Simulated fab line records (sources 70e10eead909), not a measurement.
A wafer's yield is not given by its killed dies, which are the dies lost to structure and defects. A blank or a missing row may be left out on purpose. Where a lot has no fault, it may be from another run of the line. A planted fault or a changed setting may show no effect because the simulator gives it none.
fab line records | flow nand_harc
record: lots: 6 | wafers: 18 | last_day: 33
route steps=1302 shown THIN_TSV@1250
lots untouched by any fault: they come from a run of this same line in which no faults occurred
start_h: hours from the record's opening day to when the first of the lot's shown wafers began | wait_h: hours since the lot's step before | " as in the row above | L1.1+2: one row covering several wafers at once | - no value present, or no start provided | * or withheld: withheld | < > ~ a bound
route shown NAME@n: names a module that has steps shown in the file, with the first one's number in the route | usual: mean/standard deviation of fault-free wafers | same: alike in all rows | chamber/n: place in a boat | sites: readings site by site | _std_site: their standard deviation | _edge_site: outer sites' mean less inner sites' | radius_mm: for every site, how far away it sits from the centre of the wafer | mask NAME#n: copy n | behind: the most recent tool/chamber to have shaped the wafer | hold: reason for holding the lot/hours on hold/outcome of the hold | device: which transistor (n, p or np) failed to switch | end of line: the route-end tests of the same wafers | a step without rows: its recipe alone | killed: dies that structure and defects cost at the first sort, which is not the same as the wafer's yield | map: dies across one wafer; x = killed, . = not, _ = none there
set.NAME: setting as actually run; set.NAME@STEP: the setting as run at that earlier step | model.NAME: the simulator's own value behind a step, which no gauge read
lots seen at some steps along the route; tables by step, rows by wafer
services: the hour from which a tool's chamber was out of use, counted from the record's first day as start_h (under 0 if before that day), plus the number of hours and why
== steps ==
step: NHARC_THIN_TSV_DEP_43
recipe: target_thk_a: 13285 | temp_c: withheld | pressure_torr: 6.5 | rf_w: 900 | teos_flow_sccm: 161.4 | flow_sccm: 2650 | target_thk_nm: 1328.5 | gas: O2 | material: SiO2
usual: showerhead_vpp_V: 1834/92 | throttle_valve_pct: 16.2/0.53
lot.wafer | tool     | chamber | start_h | wait_h | showerhead_vpp_V | throttle_valve_pct
L696.3    | pecvd-01 | 2       | 652.55  | -      | 1876             | 16.3
L696.2    | "        | 0       | "       | "      | 1944             | 15.9
L696.4    | "        | 0       | "       | "      | 1978             | 15.9
L699.1    | pecvd-04 | 1       | 687.60  | -      | 1908             | 16.3
L699.3    | "        | 2       | "       | "      | 1787             | 15.8
L699.6    | "        | 2       | "       | "      | 1772             | 16.2
L700.3    | pecvd-04 | 1       | 695.57  | -      | 1921             | 16.5
L700.5    | "        | 2       | "       | "      | 1751             | 16.3
L700.6    | "        | 1       | "       | "      | 1928             | 16.4
L703.3    | pecvd-02 | 1       | 721.98  | -      | 1934             | 16.0
L703.2    | "        | 0       | "       | "      | 1879             | 15.9
L703.4    | "        | 0       | "       | "      | 1928             | 15.7
L710.3    | pecvd-01 | 2       | 781.40  | -      | 1900             | 16.6
L710.1    | "        | 0       | "       | "      | 1981             | 15.8
L710.5    | "        | 2       | "       | "      | 1893             | 16.4
L709.3    | pecvd-01 | 0       | 782.65  | -      | 1946             | 15.9
L709.5    | "        | 1       | "       | "      | 1776             | 17.0
L709.6    | "        | 0       | "       | "      | 1958             | 15.6
step: NHARC_THIN_TSV_DEHYDRATE_04
recipe: temp_c: 150 | time_s: 120
step: NHARC_THIN_TSV_HMDS_05
recipe: time_s: 30
step: NHARC_THIN_TSV_COAT_06
recipe: spin_rpm: *
step: NHARC_THIN_TSV_SOFTBAKE_07
recipe: temp_c: 122 | time_s: 95
step: NHARC_THIN_TSV_EBR_08
step: NHARC_THIN_TSV_EXPOSE_09
recipe: na: 0.55 | dose_mj: 30.7 | mask_id: TSV
step: NHARC_THIN_TSV_PEB_10
recipe: peb_temp_c: 118 | peb_time_s: 85
step: NHARC_THIN_TSV_DEVELOP_11
recipe: time_s: 70
step: NHARC_THIN_TSV_CD_MEAS_12
recipe: target_cd_nm: 1000 | landing_energy_ev: 500
usual: cd_nm: 999.1/1.9
lot.wafer | tool      | chamber | start_h | wait_h | cd_nm
L696.2    | cd_sem-02 | 0       | 653.37  | -      | 997.1
L696.3    | "         | 0       | "       | "      | 997.7
L696.4    | "         | 0       | "       | "      | 998.4
L699.1    | cd_sem-01 | 0       | 688.44  | -      | 998.7
L699.3    | "         | 0       | "       | "      | 1000.9
L699.6    | "         | 0       | "       | "      | 998.9
L700.3    | cd_sem-02 | 0       | 696.20  | -      | 996.6
L700.5    | "         | 0       | "       | "      | 998.4
L700.6    | "         | 0       | "       | "      | 995.7
L703.2    | cd_sem-01 | 0       | 722.69  | -      | 999.7
L703.3    | "         | 0       | "       | "      | 1000.2
L703.4    | "         | 0       | "       | "      | 1001.5
L710.1    | cd_sem-01 | 0       | 782.19  | -      | 1000.0
L710.3    | "         | 0       | "       | "      | 999.6
L710.5    | "         | 0       | "       | "      | 1000.7
L709.3    | cd_sem-01 | 0       | 783.41  | -      | 999.6
L709.5    | "         | 0       | "       | "      | 1001.3
L709.6    | "         | 0       | "       | "      | 1002.8
step: NHARC_THIN_TSV_HARDBAKE_13
recipe: temp_c: 125 | time_s: 80
step: NHARC_THIN_TSV_DESCUM_14
recipe: time_s: 3 | o2_flow_sccm: 200 | ar_flow_sccm: 0 | bias_power_w: 0 | chemistry: O2
usual: drypump_motor_current_A: 5.9/0.57 | oes_product_au: 1.000/0.0091 | rf_vpp_V: 57.7/0.91 | showerhead_plenum_p_Torr: 1.88/0.065 | throttle_valve_pct: 11.311/0.0091
same: bias_power_w: 0
lot.wafer | tool        | chamber | start_h | wait_h | drypump_motor_current_A | oes_product_au | rf_hours_counter_h | rf_vpp_V | showerhead_plenum_p_Torr | throttle_valve_pct
L696.2    | rie_diel-05 | 0       | 653.53  | -      | 5.0                     | 0.983          | 4                  | 59.6     | 1.99                     | 11.311
L696.4    | "           | 1       | "       | "      | 5.1                     | 1.013          | 4                  | 58.5     | 1.94                     | 11.326
L696.3    | "           | 2       | "       | "      | 6.5                     | 1.007          | 3                  | 58.6     | 1.98                     | 11.318
L699.3    | rie_diel-07 | 0       | 688.60  | -      | 5.8                     | 1.005          | 1                  | 58.4     | 1.91                     | 11.309
L699.1    | "           | 2       | "       | "      | 6.1                     | 1.013          | 1                  | 58.2     | 1.96                     | 11.301
L699.6    | "           | 1       | "       | "      | 5.5                     | 0.997          | -                  | 58.9     | 1.82                     | 11.310
L700.3    | rie_diel-07 | 3       | 696.35  | -      | 5.8                     | 1.008          | 2                  | 56.6     | 1.88                     | 11.321
L700.6    | "           | 3       | "       | "      | 5.8                     | 1.006          | -                  | 56.8     | 1.89                     | 11.320
L700.5    | "           | 0       | "       | "      | 5.8                     | 1.003          | -                  | 57.5     | 1.91                     | 11.315
L703.4    | rie_diel-07 | 3       | 722.85  | -      | 5.8                     | 1.009          | 3                  | 57.6     | 1.88                     | 11.300
L703.2    | "           | 0       | "       | "      | 5.8                     | 0.992          | 2                  | 58.8     | 1.91                     | 11.303
L703.3    | "           | 2       | "       | "      | 6.1                     | 0.993          | 3                  | 58.2     | 1.96                     | 11.316
L710.3    | rie_diel-05 | 1       | 782.35  | -      | 5.1                     | 1.002          | 1                  | 57.4     | 1.94                     | 11.302
L710.1    | "           | 2       | "       | "      | 6.5                     | 0.998          | 1                  | 58.7     | 1.98                     | 11.294
L710.5    | "           | 1       | "       | "      | 5.1                     | 1.005          | -                  | 57.2     | 1.94                     | 11.304
L709.3    | rie_diel-05 | 1       | 783.56  | -      | 5.1                     | 1.012          | 1                  | 56.8     | 1.94                     | 11.315
L709.5    | "           | 1       | "       | "      | 5.1                     | 1.008          | -                  | 58.2     | 1.94                     | 11.297
L709.6    | "           | 2       | "       | "      | 6.5                     | 1.009          | -                  | 57.6     | 1.98                     | 11.298
step: NHARC_THIN_TSV_ETCH_44
recipe: target_depth_a: 15942 | time_s: 797.1 | cf4_flow_sccm: 150 | o2_flow_sccm: 10 | ar_flow_sccm: 0 | rf_w: 300 | bias_w: 800 | chemistry: CF4/O2
usual: drypump_motor_current_A: 5.9/0.57 | oes_product_au: 1.000/0.009 | rf_vpp_V: 793/3.9 | showerhead_plenum_p_Torr: 1.80/0.059 | throttle_valve_pct: 16.915/0.0087
lot.wafer | tool        | chamber | start_h | wait_h | drypump_motor_current_A | oes_product_au | rf_hours_counter_h | rf_vpp_V | showerhead_plenum_p_Torr | throttle_valve_pct
L696.4    | rie_diel-05 | 0       | 653.67  | 0.1    | 5.0                     | 0.987          | 4                  | 800      | 1.91                     | 16.923
L696.3    | "           | 1       | "       | "      | 5.1                     | 1.003          | 4                  | 795      | 1.86                     | 16.913
L696.2    | "           | 2       | "       | "      | 6.5                     | 1.016          | 3                  | 798      | 1.89                     | 16.903
L699.3    | rie_diel-07 | 2       | 688.68  | 0.1    | 6.0                     | 1.007          | 1                  | 798      | 1.87                     | 16.909
L699.1    | "           | 0       | "       | "      | 5.8                     | 1.000          | 1                  | 793      | 1.83                     | 16.918
L699.6    | "           | 3       | "       | "      | 5.8                     | 1.020          | -                  | 792      | 1.81                     | 16.917
L700.3    | rie_diel-07 | 3       | 696.55  | 0.2    | 5.8                     | 0.850          | 2                  | 794      | 1.81                     | 16.916
L700.6    | "           | 1       | "       | "      | 5.5                     | 1.005          | -                  | 790      | 1.75                     | 16.917
L700.5    | "           | 2       | "       | "      | 6.1                     | 1.007          | -                  | 795      | 1.87                     | 16.917
L703.3    | rie_diel-07 | 0       | 722.94  | 0.1    | 5.8                     | 1.001          | 3                  | 794      | 1.83                     | 16.936
L703.4    | "           | 2       | "       | "      | 6.1                     | 1.011          | 3                  | 797      | 1.87                     | 16.915
L703.2    | "           | 3       | "       | "      | 5.8                     | 0.863          | 3                  | 792      | 1.81                     | 16.925
L710.1    | rie_diel-05 | 1       | 782.43  | 0.1    | 5.1                     | 1.000          | 1                  | 795      | 1.86                     | 16.899
L710.3    | "           | 0       | "       | "      | 5.0                     | 1.007          | 1                  | 799      | 1.90                     | 16.912
L710.5    | "           | 1       | "       | "      | 5.1                     | 1.008          | -                  | 796      | 1.86                     | 16.911
L709.3    | rie_diel-05 | 1       | 783.77  | 0.2    | 5.1                     | 1.004          | 2                  | 796      | 1.86                     | 16.898
L709.5    | "           | 3       | "       | "      | 6.3                     | 0.997          | -                  | 789      | 1.75                     | 16.909
L709.6    | "           | 0       | "       | "      | 5.0                     | 1.000          | -                  | 798      | 1.90                     | 16.909
step: NHARC_THIN_TSV_ETCH_15
recipe: target_depth_a: 30000 | bosch_target_overetch_cycles: 2 | bosch_etch_step_s: 2.8 | bosch_dep_step_s: 1.2 | bosch_cycles: 14
usual: drypump_motor_current_A: 5.7/0.49
same: bosch_etch_step_s: 2.8
lot.wafer | tool      | chamber | start_h | wait_h | drypump_motor_current_A | rf_hours_counter_h
L696.3    | rie_si-02 | 0       | 654.19  | -      | 6.0                     | 0.1
L696.2    | "         | 1       | "       | "      | 5.8                     | 0.1
L696.4    | "         | 2       | "       | "      | 5.1                     | 0.1
L699.3    | rie_si-02 | 3       | 689.28  | -      | 5.7                     | 0.3
L699.1    | "         | 0       | "       | "      | 6.0                     | 0.2
L699.6    | "         | 1       | "       | "      | 5.7                     | -
L700.3    | rie_si-03 | 1       | 697.02  | -      | 6.6                     | 0.8
L700.5    | "         | 0       | "       | "      | 5.8                     | -
L700.6    | "         | 1       | "       | "      | 6.6                     | -
L703.3    | rie_si-03 | 3       | 723.51  | -      | 4.7                     | 0.9
L703.2    | "         | 1       | "       | "      | 6.6                     | 0.9
L703.4    | "         | 0       | "       | "      | 5.8                     | -
L710.3    | rie_si-03 | 1       | 783.00  | -      | 6.6                     | 0.2
L710.1    | "         | 3       | "       | "      | 4.7                     | 0.1
L710.5    | "         | 2       | "       | "      | 5.7                     | -
L709.3    | rie_si-03 | 3       | 784.23  | -      | 4.7                     | 0.1
L709.5    | "         | 3       | "       | "      | 4.6                     | -
L709.6    | "         | 0       | "       | "      | 5.8                     | -
== services ==
tool        | chamber | start_h | hours | kind
rie_si-02   | -       | 631.00  | 9.0   | pm
pecvd-04    | 0       | 633.48  | 24.5  | repair
rie_diel-05 | 2       | 635.47  | 6.6   | repair
rie_diel-05 | -       | 636.64  | 0.2   | repair
rie_diel-05 | 0       | 642.02  | -     | clean
rie_diel-05 | 1       | 642.02  | -     | clean
rie_diel-05 | 3       | 642.02  | -     | clean
pecvd-04    | -       | 646.99  | 13.0  | pm
rie_diel-07 | -       | 648.25  | 9.0   | pm
rie_diel-07 | 0       | 648.25  | 9.0   | vent_cycle
rie_diel-07 | 1       | 648.25  | 9.0   | vent_cycle
rie_diel-07 | 2       | 648.25  | 9.0   | vent_cycle
rie_si-02   | -       | 652.55  | 0.8   | repair
pecvd-01    | -       | 685.31  | 13.0  | pm
pecvd-04    | 0       | 689.90  | 5.0   | repair
rie_diel-07 | -       | 701.65  | 0.5   | repair
pecvd-04    | -       | 707.82  | 2.0   | repair
rie_si-03   | 2       | 719.09  | 5.4   | repair
rie_diel-07 | 2       | 725.67  | 1.3   | repair
pecvd-04    | 1       | 735.00  | 25.4  | repair
rie_si-03   | 1       | 747.89  | 9.0   | repair
rie_si-03   | -       | 752.00  | 9.0   | pm
rie_diel-05 | -       | 760.64  | 9.0   | pm
pecvd-02    | -       | 770.19  | 13.0  | pm
== key ==
first_sign: step: NHARC_THIN_TSV_ETCH_44 | reading: oes_product_au | direction: down | sigmas: 16 | usual: 1.000 | struck: 0.857
effect none on later readings
met_at NHARC_THIN_TSV_ETCH_44
struck_wafers L700.3,L703.2
later_rows_left_out L700.3,L703.2
sort_left_out L700.3,L703.2
onset_between 688.68 696.55
fault: kind: process_parameter_drift | tool: rie_diel-07 | chamber: 3 | onset_h: 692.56 | steps: NHARC_THIN_TSV_ETCH_44 | channel: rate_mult | offset: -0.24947 | shape: step | end_h: 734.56
sort_left_out: the simulated sort isn't trusted on such a fault, so these wafers' sort isn't shown, and their yield isn't known
later_rows_left_out: the simulator's readings of these wafers behind a module that went badly wrong aren't trusted and aren't shown, but for the sort
